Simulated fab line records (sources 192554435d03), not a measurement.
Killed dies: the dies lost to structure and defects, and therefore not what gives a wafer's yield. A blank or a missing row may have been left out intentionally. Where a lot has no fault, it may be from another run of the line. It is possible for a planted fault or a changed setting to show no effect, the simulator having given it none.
Which tool did it? :: flow n5-finfet :: 24 lots, 72 wafers sampled, at 3 steps of a route of 1938

WHAT THE GAUGES READ, wafer by wafer
N5_WELL_APT_OVL_MEAS_09.
lot: L074
measured: day 1 13:50
on: overlay-02
NWELL_OVL (nm): 13 14 2

lot: L075
measured: day 1 19:38
on: overlay-02
NWELL_OVL (nm): -5 -6 2

lot: L076
measured: day 2 01:47
on: overlay-01
NWELL_OVL (nm): 4 3 3

lot: L077
measured: day 2 07:43
on: overlay-01
NWELL_OVL (nm): -2 4 6

lot: L078
measured: day 2 13:45
on: overlay-02
NWELL_OVL (nm): 5 3 5

lot: L079
measured: day 2 19:43
on: overlay-01
NWELL_OVL (nm): 10 7 8

lot: L080
measured: day 3 01:53
on: overlay-01
NWELL_OVL (nm): 13 2 6

lot: L081
measured: day 3 07:50
on: overlay-02
NWELL_OVL (nm): 8 5 1

lot: L082
measured: day 3 13:43
on: overlay-01
NWELL_OVL (nm): 14 4 0

lot: L083
measured: day 3 19:44
on: overlay-02
NWELL_OVL (nm): 2 4 2

lot: L084
measured: day 4 01:59
on: overlay-02
NWELL_OVL (nm): -2 -2 5

lot: L085
measured: day 4 07:36
on: overlay-02
NWELL_OVL (nm): 5 9 8

lot: L086
measured: day 4 13:44
on: overlay-01
NWELL_OVL (nm): 8 5 5

lot: L087
measured: day 4 20:02
on: overlay-02
NWELL_OVL (nm): 1 15 6

lot: L088
measured: day 5 01:43
on: overlay-01
NWELL_OVL (nm): 6 9 7

lot: L089
measured: day 5 07:40
on: overlay-01
NWELL_OVL (nm): 16 12 9

lot: L090
measured: day 5 13:43
on: overlay-01
NWELL_OVL (nm): 9 4 5

lot: L091
measured: day 5 19:38
on: overlay-01
NWELL_OVL (nm): 4 10 8

lot: L092
measured: day 6 01:56
on: overlay-01
NWELL_OVL (nm): 2 1 4

lot: L093
measured: day 6 07:43
on: overlay-01
NWELL_OVL (nm): 9 13 9

lot: L094
measured: day 6 13:38
on: overlay-02
NWELL_OVL (nm): 6 2 6

lot: L095
measured: day 6 19:44
on: overlay-01
NWELL_OVL (nm): -3 0 -2

lot: L096
measured: day 7 01:43
on: overlay-01
NWELL_OVL (nm): -1 1 5

lot: L097
measured: day 7 09:19
on: overlay-02
NWELL_OVL (nm): 4 2 2

N5_FIN_SAQP_OVL_MEAS_17.
lot: L074
measured: day 1 21:49
on: overlay-02
FIN_CORE_OVL (nm): -0.2 0.1 0.4

lot: L075
measured: day 2 03:25
on: overlay-01
FIN_CORE_OVL (nm): -1.9 -0.5 -0.7

lot: L076
measured: day 2 10:00
on: overlay-01
FIN_CORE_OVL (nm): -1.3 -1.2 -1.3

lot: L077
measured: day 2 15:41
on: overlay-01
FIN_CORE_OVL (nm): -1.5 0.3 -1.9

lot: L078
measured: day 2 22:08
on: overlay-01
FIN_CORE_OVL (nm): -0.2 0.2 -0.7

lot: L079
measured: day 3 04:31
on: overlay-01
FIN_CORE_OVL (nm): -0.3 0.3 -1.3

lot: L080
measured: day 3 10:12
on: overlay-01
FIN_CORE_OVL (nm): -1.5 -2.7 -1.5

lot: L081
measured: day 3 15:55
on: overlay-02
FIN_CORE_OVL (nm): -0.3 -0.3 -0.5

lot: L082
measured: day 3 22:44
on: overlay-02
FIN_CORE_OVL (nm): 1.0 0.2 1.4

lot: L083
measured: day 4 05:17
on: overlay-01
FIN_CORE_OVL (nm): -1.7 -0.9 -0.5

lot: L084
measured: day 4 11:29
on: overlay-02
FIN_CORE_OVL (nm): -0.6 0.7 0.0

lot: L085
measured: day 4 16:22
on: overlay-01
FIN_CORE_OVL (nm): -0.5 0.1 0.6

lot: L086
measured: day 4 22:40
on: overlay-01
FIN_CORE_OVL (nm): 0.4 -1.1 -1.3

lot: L087
measured: day 5 06:10
on: overlay-02
FIN_CORE_OVL (nm): 1.2 1.2 -0.9

lot: L088
measured: day 5 10:47
on: overlay-01
FIN_CORE_OVL (nm): -1.2 0.3 -1.0

lot: L089
measured: day 5 17:52
on: overlay-02
FIN_CORE_OVL (nm): -1.1 -0.1 0.8

lot: L090
measured: day 5 22:12
on: overlay-02
FIN_CORE_OVL (nm): -0.9 -0.2 -0.8

lot: L091
measured: day 6 04:11
on: overlay-02
FIN_CORE_OVL (nm): -0.5 -1.8 -1.0

lot: L092
measured: day 6 11:10
on: overlay-02
FIN_CORE_OVL (nm): -0.1 0.0 -0.4

lot: L093
measured: day 6 16:11
on: overlay-01
FIN_CORE_OVL (nm): -0.9 0.0 -0.8

lot: L094
measured: day 6 23:05
on: overlay-01
FIN_CORE_OVL (nm): -0.2 -1.9 -1.3

lot: L095
measured: day 7 04:28
on: overlay-01
FIN_CORE_OVL (nm): -0.5 -0.2 -0.4

lot: L096
measured: day 7 12:29
on: overlay-02
FIN_CORE_OVL (nm): -0.9 -0.2 -0.6

lot: L097
measured: day 7 18:13
on: overlay-02
FIN_CORE_OVL (nm): -1.2 -1.5 -0.1

TOOL THAT RAN EACH LOT (tool first, then ch and the chambers of the sampled wafers, then the start)
lot: L074
N5_ZERO_LAYER_DESCUM_16: rie-diel-04 ch 1,2,3, day 1 12:56

lot: L075
N5_ZERO_LAYER_DESCUM_16: rie-diel-01 ch 1,2, day 1 18:43

lot: L076
N5_ZERO_LAYER_DESCUM_16: rie-diel-01 ch 1,2,3, day 2 00:51

lot: L077
N5_ZERO_LAYER_DESCUM_16: rie-diel-01 ch 0,1,3, day 2 06:41

lot: L078
N5_ZERO_LAYER_DESCUM_16: rie-diel-04 ch 0,1,2, day 2 12:41

lot: L079
N5_ZERO_LAYER_DESCUM_16: rie-diel-06 ch 0,3, day 2 18:41

lot: L080
N5_ZERO_LAYER_DESCUM_16: rie-diel-06 ch 0,3, day 3 00:50

lot: L081
N5_ZERO_LAYER_DESCUM_16: rie-diel-04 ch 0,3, day 3 06:49

lot: L082
N5_ZERO_LAYER_DESCUM_16: rie-diel-01 ch 0,1, day 3 12:41

lot: L083
N5_ZERO_LAYER_DESCUM_16: rie-diel-04 ch 0,2,3, day 3 18:49

lot: L084
N5_ZERO_LAYER_DESCUM_16: rie-diel-04 ch 0,2,3, day 4 01:05

lot: L085
N5_ZERO_LAYER_DESCUM_16: rie-diel-04 ch 2,3, day 4 06:41

lot: L086
N5_ZERO_LAYER_DESCUM_16: rie-diel-04 ch 1,2,3, day 4 12:48

lot: L087
N5_ZERO_LAYER_DESCUM_16: rie-diel-04 ch 1,3, day 4 18:59

lot: L088
N5_ZERO_LAYER_DESCUM_16: rie-diel-04 ch 0,1,3, day 5 00:48

lot: L089
N5_ZERO_LAYER_DESCUM_16: rie-diel-01 ch 1,2,3, day 5 06:46

lot: L090
N5_ZERO_LAYER_DESCUM_16: rie-diel-06 ch 1,2,3, day 5 12:48

lot: L091
N5_ZERO_LAYER_DESCUM_16: rie-diel-06 ch 0,2, day 5 18:44

lot: L092
N5_ZERO_LAYER_DESCUM_16: rie-diel-04 ch 1,3, day 6 00:54

lot: L093
N5_ZERO_LAYER_DESCUM_16: rie-diel-06 ch 0,1, day 6 06:48

lot: L094
N5_ZERO_LAYER_DESCUM_16: rie-diel-04 ch 0,2,3, day 6 12:43

lot: L095
N5_ZERO_LAYER_DESCUM_16: rie-diel-06 ch 0,1, day 6 18:42

lot: L096
N5_ZERO_LAYER_DESCUM_16: rie-diel-06 ch 0,1, day 7 00:41

lot: L097
N5_ZERO_LAYER_DESCUM_16: rie-diel-06 ch 1,2,3, day 7 08:25
- N5_ZERO_LAYER_DESCUM_16: chemistry O2, time 7.9 s.

WHAT THE TOOLS THEMSELVES READ (means of the sampled wafers that have a number; where no wafer has one, the mark that the record gives instead)
N5_ZERO_LAYER_DESCUM_16.
lot: L074
tool: rie-diel-04
drypump-motor-current-A (A): 5.8
oes-product-au (a.u.): 0.81
rf-fwd-power-W (W): 49.60
rf-vpp-V (V): 244.4
showerhead-plenum-p-Torr (Torr): 2.16
throttle-valve-pct (%): 20.45

lot: L075
tool: rie-diel-01
drypump-motor-current-A (A): 6.0
oes-product-au (a.u.): 0.80
rf-fwd-power-W (W): 49.42
rf-vpp-V (V): 244.0
showerhead-plenum-p-Torr (Torr): 2.14
throttle-valve-pct (%): 20.53

lot: L076
tool: rie-diel-01
drypump-motor-current-A (A): 5.8
oes-product-au (a.u.): 0.77
rf-fwd-power-W (W): 49.50
rf-vpp-V (V): 242.5
showerhead-plenum-p-Torr (Torr): 2.13
throttle-valve-pct (%): 20.45

lot: L077
tool: rie-diel-01
drypump-motor-current-A (A): 6.2
oes-product-au (a.u.): 0.75
rf-fwd-power-W (W): 49.48
rf-vpp-V (V): 242.3
showerhead-plenum-p-Torr (Torr): 2.06
throttle-valve-pct (%): 20.57

lot: L078
tool: rie-diel-04
drypump-motor-current-A (A): 5.6
oes-product-au (a.u.): 0.82
rf-fwd-power-W (W): 49.27
rf-vpp-V (V): 244.3
showerhead-plenum-p-Torr (Torr): 2.17
throttle-valve-pct (%): 20.53

lot: L079
tool: rie-diel-06
drypump-motor-current-A (A): 5.8
oes-product-au (a.u.): 0.76
rf-fwd-power-W (W): 49.52
rf-vpp-V (V): 243.0
showerhead-plenum-p-Torr (Torr): 2.15
throttle-valve-pct (%): 20.61

lot: L080
tool: rie-diel-06
drypump-motor-current-A (A): 5.9
oes-product-au (a.u.): 0.76
rf-fwd-power-W (W): 49.35
rf-vpp-V (V): 242.8
showerhead-plenum-p-Torr (Torr): 2.12
throttle-valve-pct (%): 20.63

lot: L081
tool: rie-diel-04
drypump-motor-current-A (A): 5.8
oes-product-au (a.u.): 0.75
rf-fwd-power-W (W): 49.37
rf-vpp-V (V): 244.2
showerhead-plenum-p-Torr (Torr): 2.17
throttle-valve-pct (%): 20.43

lot: L082
tool: rie-diel-01
drypump-motor-current-A (A): 6.3
oes-product-au (a.u.): 0.77
rf-fwd-power-W (W): 49.29
rf-vpp-V (V): 243.2
showerhead-plenum-p-Torr (Torr): 2.07
throttle-valve-pct (%): 20.66

lot: L083
tool: rie-diel-04
drypump-motor-current-A (A): 5.7
oes-product-au (a.u.): 0.81
rf-fwd-power-W (W): 49.49
rf-vpp-V (V): 243.9
showerhead-plenum-p-Torr (Torr): 2.17
throttle-valve-pct (%): 20.40

lot: L084
tool: rie-diel-04
drypump-motor-current-A (A): 5.7
oes-product-au (a.u.): 0.80
rf-fwd-power-W (W): 49.40
rf-vpp-V (V): 243.4
showerhead-plenum-p-Torr (Torr): 2.17
throttle-valve-pct (%): 20.41

lot: L085
tool: rie-diel-04
drypump-motor-current-A (A): 5.9
oes-product-au (a.u.): 0.84
rf-fwd-power-W (W): 49.53
rf-vpp-V (V): 244.1
showerhead-plenum-p-Torr (Torr): 2.15
throttle-valve-pct (%): 20.35

lot: L086
tool: rie-diel-04
drypump-motor-current-A (A): 5.8
oes-product-au (a.u.): 0.77
rf-fwd-power-W (W): 49.62
rf-vpp-V (V): 244.9
showerhead-plenum-p-Torr (Torr): 2.15
throttle-valve-pct (%): 20.49

lot: L087
tool: rie-diel-04
drypump-motor-current-A (A): 5.6
oes-product-au (a.u.): 0.71
rf-fwd-power-W (W): 49.48
rf-vpp-V (V): 244.0
showerhead-plenum-p-Torr (Torr): 2.16
throttle-valve-pct (%): 20.64

lot: L088
tool: rie-diel-04
drypump-motor-current-A (A): 5.6
oes-product-au (a.u.): 0.74
rf-fwd-power-W (W): 49.41
rf-vpp-V (V): 244.2
showerhead-plenum-p-Torr (Torr): 2.17
throttle-valve-pct (%): 20.56

lot: L089
tool: rie-diel-01
drypump-motor-current-A (A): 5.8
oes-product-au (a.u.): 0.75
rf-fwd-power-W (W): 49.59
rf-vpp-V (V): 244.0
showerhead-plenum-p-Torr (Torr): 2.12
throttle-valve-pct (%): 20.49

lot: L090
tool: rie-diel-06
drypump-motor-current-A (A): 5.5
oes-product-au (a.u.): 0.74
rf-fwd-power-W (W): 49.34
rf-vpp-V (V): 241.0
showerhead-plenum-p-Torr (Torr): 1.99
throttle-valve-pct (%): 20.42

lot: L091
tool: rie-diel-06
drypump-motor-current-A (A): 5.1
oes-product-au (a.u.): 0.70
rf-fwd-power-W (W): 49.34
rf-vpp-V (V): 242.0
showerhead-plenum-p-Torr (Torr): 2.03
throttle-valve-pct (%): 20.53

lot: L092
tool: rie-diel-04
drypump-motor-current-A (A): 5.6
oes-product-au (a.u.): 0.71
rf-fwd-power-W (W): 49.67
rf-vpp-V (V): 244.3
showerhead-plenum-p-Torr (Torr): 2.16
throttle-valve-pct (%): 20.66

lot: L093
tool: rie-diel-06
drypump-motor-current-A (A): 5.6
oes-product-au (a.u.): 0.78
rf-fwd-power-W (W): 49.31
rf-vpp-V (V): 242.1
showerhead-plenum-p-Torr (Torr): 2.00
throttle-valve-pct (%): 20.27

lot: L094
tool: rie-diel-04
drypump-motor-current-A (A): 5.7
oes-product-au (a.u.): 0.79
rf-fwd-power-W (W): 49.41
rf-vpp-V (V): 244.4
showerhead-plenum-p-Torr (Torr): 2.16
throttle-valve-pct (%): 20.44

lot: L095
tool: rie-diel-06
drypump-motor-current-A (A): 5.6
oes-product-au (a.u.): 0.77
rf-fwd-power-W (W): 49.28
rf-vpp-V (V): 242.0
showerhead-plenum-p-Torr (Torr): 2.09
throttle-valve-pct (%): 20.45

lot: L096
tool: rie-diel-06
drypump-motor-current-A (A): 5.6
oes-product-au (a.u.): 0.77
rf-fwd-power-W (W): 49.20
rf-vpp-V (V): 242.9
showerhead-plenum-p-Torr (Torr): 2.09
throttle-valve-pct (%): 20.45

lot: L097
tool: rie-diel-06
drypump-motor-current-A (A): 5.5
oes-product-au (a.u.): 0.83
rf-fwd-power-W (W): 49.35
rf-vpp-V (V): 243.0
showerhead-plenum-p-Torr (Torr): 2.07
throttle-valve-pct (%): 20.33

THE ANSWER, worked out from the rows above alone
Rule: what is usual is taken from the lots themselves. The widest of any qualifying gaps counts: lots, ordered by their means at a reading, are off when they make up no more than a third of the lots, leave a main group of 4 or more, and stand apart from it by 3 or more times the standard deviation of that group's means. If all means in a main group match to the digits the tables above print for the reading, that group is not used. Also off: a lot with no number at a reading for which 4 or more lots have one. Where the step has rows for the other lots, those lots are counted as sound. The gauges are gone through in route order, then the tools' own readings, and for those a lot's mean is taken as printed above. The first step at which some lot is off is used, and at that step the reading that is off furthest; a lot without a number counts as furthest.
Across all readings shown, no lot is off: no conclusion can be drawn from this.

WHAT THE SIMULATOR PUT IN
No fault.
